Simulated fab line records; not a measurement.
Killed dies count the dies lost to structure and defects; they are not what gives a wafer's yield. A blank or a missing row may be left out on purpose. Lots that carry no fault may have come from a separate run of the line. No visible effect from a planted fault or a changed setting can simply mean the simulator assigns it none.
Chamber matching / flow n5 finfet / N5_BEOL_M3_DESCUM_16 on rie diel-05: 4 sister chambers
The step chemistry O2, time 7 s. 4 wafers are shown with their chamber, then 11 later ones without.

== WAFERS WITH THEIR CHAMBER ==
wafer=L089.2; chamber=0; showerhead plenum p Torr (Torr)=2.08
wafer=L090.1; chamber=2; showerhead plenum p Torr (Torr)=2.15
wafer=L090.3; chamber=3; showerhead plenum p Torr (Torr)=2.04
wafer=L092.1; chamber=1; showerhead plenum p Torr (Torr)=2.04

== WAFERS MISSING THEIR CHAMBER ==
wafer=L092.2; showerhead plenum p Torr (Torr)=2.04
wafer=L092.3; showerhead plenum p Torr (Torr)=2.15
wafer=L095.2; showerhead plenum p Torr (Torr)=2.03
wafer=L095.3; showerhead plenum p Torr (Torr)=2.07
wafer=L095.6; showerhead plenum p Torr (Torr)=2.04
wafer=L096.1; showerhead plenum p Torr (Torr)=2.15
wafer=L096.2; showerhead plenum p Torr (Torr)=2.04
wafer=L096.5; showerhead plenum p Torr (Torr)=2.03
wafer=L097.1; showerhead plenum p Torr (Torr)=2.03
wafer=L097.4; showerhead plenum p Torr (Torr)=2.07
wafer=L097.6; showerhead plenum p Torr (Torr)=2.15

== WHICH CHAMBER EACH ONE RAN IN ==
wafer=L092.2; from the rows above=can't be placed: 1 or 3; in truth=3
wafer=L092.3; from the rows above=2; in truth=2
wafer=L095.2; from the rows above=can't be placed: 1 or 3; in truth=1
wafer=L095.3; from the rows above=0; in truth=0
wafer=L095.6; from the rows above=can't be placed: 1 or 3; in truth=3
wafer=L096.1; from the rows above=2; in truth=2
wafer=L096.2; from the rows above=can't be placed: 1 or 3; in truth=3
wafer=L096.5; from the rows above=can't be placed: 1 or 3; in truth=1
wafer=L097.1; from the rows above=can't be placed: 1 or 3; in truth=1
wafer=L097.4; from the rows above=0; in truth=0
wafer=L097.6; from the rows above=2; in truth=2
Placed correctly: 5 of 11. Unplaceable from these rows: 6, with the true chamber sitting among the candidates in 6. Wrongly placed: 0.
How it was worked out, from the rows above alone: a wafer's distance from a chamber is the root of the sum, over the readings, of the square of ((its reading less the chamber's mean) divided by the reading's scatter). The wafer belongs to the nearest chamber; if the next one is less than 2 further off, it can't be placed. For every chamber, the mean is computed from those of its wafers that are shown. The scatter: root of mean squared gap, hidden wafer to nearest shown wafer, with one shown wafer a chamber.
